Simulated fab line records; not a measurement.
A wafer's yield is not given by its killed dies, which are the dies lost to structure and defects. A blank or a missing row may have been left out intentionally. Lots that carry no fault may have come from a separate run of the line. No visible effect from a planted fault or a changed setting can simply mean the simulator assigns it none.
A lot that was struck, set against a sound lot | flow n5-finfet | 35 steps out of a route of 1938
Sound: wafers L931.2, L931.3, L931.5. Struck: wafers L922.2, L922.3, L922.6. The cause is given at the end.
For every step that has rows: the tool of each side, followed by ch and its chambers, followed by its first start. Under that, the readings that differ: sound wafers | struck wafers | difference of the means | sigmas: that difference in standard deviations of wafers without a fault.
alike: same words and numbers on both sides, and readings whose means sit less than 2 such deviations apart. not compared: any withheld reading, any reading some wafer has no value for, any bound like >300 that may hide the same value, and any number with overlapping values for which the record gives no deviation.
The two part at a step that has a row with sigmas, a row that says differs or no value, or rows on one side only. Numbers that have no deviation but don't overlap get no sigmas and don't part them. Lack of a reading on every wafer of one side parts them only where that side has two or more wafers.

first, 9 steps without rows for these wafers: N5_BEOL_M6_ILD_DEP_00 (deposits SiCOH lowk from DEMS/porogen, target thk 179.75 nm, time 33.4 s); N5_BEOL_M6_CURE_74 (cures SiCOH lowk, time 240 s); N5_BEOL_M6_PECVD_70 (deposits SiO2 from TEOS/O2, target thk 20 nm, time 22.7 s); N5_BEOL_M6_HM_DEP_02 (deposits TiN, target thk 20 nm); N5_BEOL_M6_COAT_59 (time 60 s, resist thk 100 nm); N5_BEOL_M6_COAT_60 (time 60 s, resist thk 35 nm); N5_BEOL_M6_COAT_05 (resist thk 90 nm); N5_BEOL_M6_EBR_07; N5_BEOL_M6_SOFTBAKE_06 (time 60 s).
N5_BEOL_M6_EXPOSE_08: exposes mask M6.
  sound on arfi-scanner-03 ch 0, day 13 17:08; struck on arfi-scanner-02 ch 0, day 11 10:50
  reading              | sound             | struck            | difference | sigmas
  exposure-dose-mJ-cm2 | 68.36 68.33 68.27 | 64.47 64.43 64.50 | -3.85      | -65
  alike: mask
then, 2 steps without rows for these wafers: N5_BEOL_M6_PEB_09 (peb time 60 s); N5_BEOL_M6_DEVELOP_10 (develop time 30 s).
N5_BEOL_M6_CD_MEAS_11: the cd target is 38.5 nm.
  sound on cd-sem-01 ch 0, day 13 17:16; struck on cd-sem-03 ch 0, day 11 10:57
  reading    | sound          | struck         | difference | sigmas
  cd-nm (nm) | 38.7 38.8 39.3 | 35.1 36.0 36.1 | -3.2       | -8
then, 1 step without rows for these wafers: N5_BEOL_M6_DESCUM_16 (chemistry O2, time 7.9 s).
N5_BEOL_M6_ETCH_61: etches SiARC in CF4, target depth 45.5 nm, time 75.8 s.
  sound on rie-diel-04 ch 0,1,2, day 13 17:23; struck on rie-diel-03 ch 0,3, day 11 12:05
  reading                         | sound     | struck         | difference | sigmas
  model.BEOL_M6.cd-offset-nm (nm) | 0 0.6 0.8 | -3.2 -2.4 -2.4 | -3.1       |
  alike: drypump-motor-current-A, etch-rf-on-time-s, oes-product-au, rf-vpp-V, showerhead-plenum-p-Torr, throttle-valve-pct
  not compared: rf-hours-counter-h
then, 3 steps without rows for these wafers: N5_BEOL_M6_ETCH_62 (etches SOC in N2/H2, target depth 110 nm, overetch 22 nm, time 165 s); N5_BEOL_M6_STRIP_68 (strips in N2/H2); N5_BEOL_M6_STRIP_67 (strips in CF4).
N5_BEOL_M6_HM_OPEN_17: chemistry Cl2/BCl3, target TiN, target depth 20 nm, overetch 6 nm.
  sound on rie-metal-02 ch 0, day 13 17:37; struck on rie-metal-01 ch 0,1, day 11 12:20
  reading                         | sound             | struck            | difference | sigmas
  drypump-motor-current-A (A)     | 5.3 5.3 5.3       | 6.1 6.2 6.1       | +0.8       | +3
  throttle-valve-pct (%)          | 22.45 22.42 22.42 | 22.00 22.09 21.99 | -0.40      | -3
  model.BEOL_M6.cd-offset-nm (nm) | -0.2 0.8 1        | -3.6 -2.4 -2.6    | -3.4       |
  alike: oes-product-au
  not compared: rf-hours-counter-h
then, 1 step without rows for these wafers: N5_BEOL_M6_STRIP_19 (strips in O2).
N5_BEOL_M6_CD_MEAS_18: pitch 80 nm, target cd 40 nm.
  sound: cd-sem-02 at day 13 17:48; struck: cd-sem-03 at day 11 12:41
  reading    | sound          | struck         | difference | sigmas
  cd-nm (nm) | 40.0 40.4 41.1 | 36.4 37.5 37.3 | -3.4       | -7
then, 13 steps without rows for these wafers: N5_BEOL_M6_COAT_63 (time 60 s, resist thk 60 nm); N5_BEOL_M6_COAT_64 (time 60 s, resist thk 12 nm); N5_BEOL_M6_COAT_71 (time 60 s, resist thk 5 nm); N5_BEOL_M6_COAT_22 (resist thk 30 nm); N5_BEOL_M6_EBR_24; N5_BEOL_M6_SOFTBAKE_23 (time 60 s); N5_BEOL_M6_EXPOSE_25 (exposes mask V5, target cd 40 nm); N5_BEOL_M6_PEB_26 (peb time 60 s); N5_BEOL_M6_DEVELOP_27 (develop time 30 s); N5_BEOL_M6_DESCUM_33 (chemistry O2, time 7 s); N5_BEOL_M6_ETCH_72 (etches underlayer in N2/H2, target depth 6.5 nm, time 5.2 s); N5_BEOL_M6_ETCH_65 (etches SiARC in CF4, target depth 15.6 nm, time 26 s); N5_BEOL_M6_ETCH_66 (etches SOC in N2/H2, target depth 80 nm, overetch 16 nm, time 120 s).
-- record jumps: 3 days separate the struck wafers' starts on either side; left off in module BEOL_M6, taken up again in module BEOL_M15, whose first shown step is the route's number 1830 --
N5_BEOL_M15_RC_MEAS_101:
  sound on prober-02 ch 0, day 17 14:44; struck on prober-02 ch 0, day 14 21:42
  reading                   | sound             | struck            | difference | sigmas
  SERP_M12 (ohm/um)         | 0.620 0.625 0.629 | 0.631 0.665 0.675 | +0.032     | +2
  SERP_M6 (ohm/um)          | 14.2 13.1 13.2    | 16.0 16.2 15.8    | +2.5       | +6
  SERP_M6_max_site (ohm/um) | 15.1 13.5 13.9    | 16.0 16.7 16.7    | +2.3       | +5
  alike: etest-temp-c, COMB_M10, COMB_M11, COMB_M12, COMB_M13, COMB_M14, COMB_M15, COMB_M5, COMB_M6, COMB_M7, COMB_M7_max_site, COMB_M8, COMB_M9, SERP_M10, SERP_M11, SERP_M13, SERP_M14, SERP_M5, SERP_M7, SERP_M8, SERP_M9

## WHERE THEY PART
First at N5_BEOL_M6_EXPOSE_08; last, within this record, at N5_BEOL_M15_RC_MEAS_101.

WHY: what the simulator had put in
Process parameters drifting: arfi-scanner-02 at N5_BEOL_M6_EXPOSE_08, beginning at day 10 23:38. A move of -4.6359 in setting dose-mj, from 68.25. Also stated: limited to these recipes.
